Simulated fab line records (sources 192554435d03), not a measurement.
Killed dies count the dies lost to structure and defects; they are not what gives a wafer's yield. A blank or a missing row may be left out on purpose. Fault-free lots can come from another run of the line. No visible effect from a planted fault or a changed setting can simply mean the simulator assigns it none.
Matching of chambers	flow n5_finfet	ald_sin-01 running N5_SD_EPI_N_LINER_46: 4 sister chambers
The step material SiNx, target thk 3 nm. 18 wafers are shown with their chamber, then 9 later ones without.

## WAFERS WITH THEIR CHAMBER
wafer	chamber	heater_power_w (W)
L077.2	1	803
L077.3	0	804
L077.5	0	792
L079.2	3	881
L079.4	0	801
L079.6	3	872
L081.3	3	903
L081.5	1	778
L081.6	0	794
L087.1	3	892
L087.5	2	852
L087.6	1	793
L088.2	2	860
L088.3	1	786
L088.5	1	797
L090.1	0	814
L090.3	3	898
L090.4	2	841

SIGNATURES (averages over the wafers above)
reading	chamber 0	chamber 1	chamber 2	chamber 3	scatter within a chamber
heater_power_w	801.00	791.40	851.00	889.20	10.4
Rule: a wafer's distance from a chamber is the root of the sum, over the readings, of the square of ((its reading less the chamber's mean) divided by the reading's scatter). If the next closest chamber is less than 2 further off than the closest, the wafer can't be placed; otherwise it belongs to the closest. The scatter: the root of (the sum of the squares of (reading less its chamber's mean) over the shown wafers, divided by (wafers less chambers)).

## WAFERS WITH NO CHAMBER GIVEN
wafer	heater_power_w (W)
L092.1	853
L092.2	820
L092.4	787
L093.1	772
L093.2	816
L093.3	864
L093.4	886
L093.5	795
L093.6	839

## THE CHAMBER EACH PASSED THROUGH
wafer	from the rows above	in truth
L092.1	2	2
L092.2	can't be placed: 0 or 1 or 2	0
L092.4	can't be placed: 1 or 0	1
L093.1	can't be placed: 1 or 0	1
L093.2	can't be placed: 0 or 1 or 2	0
L093.3	can't be placed: 2 or 3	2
L093.4	3	3
L093.5	can't be placed: 1 or 0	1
L093.6	2	2
Correct placement for 3 of the 9. Cannot be placed on the basis of these rows: 6; the candidates contain the true chamber in 6. 0 placed wrongly.
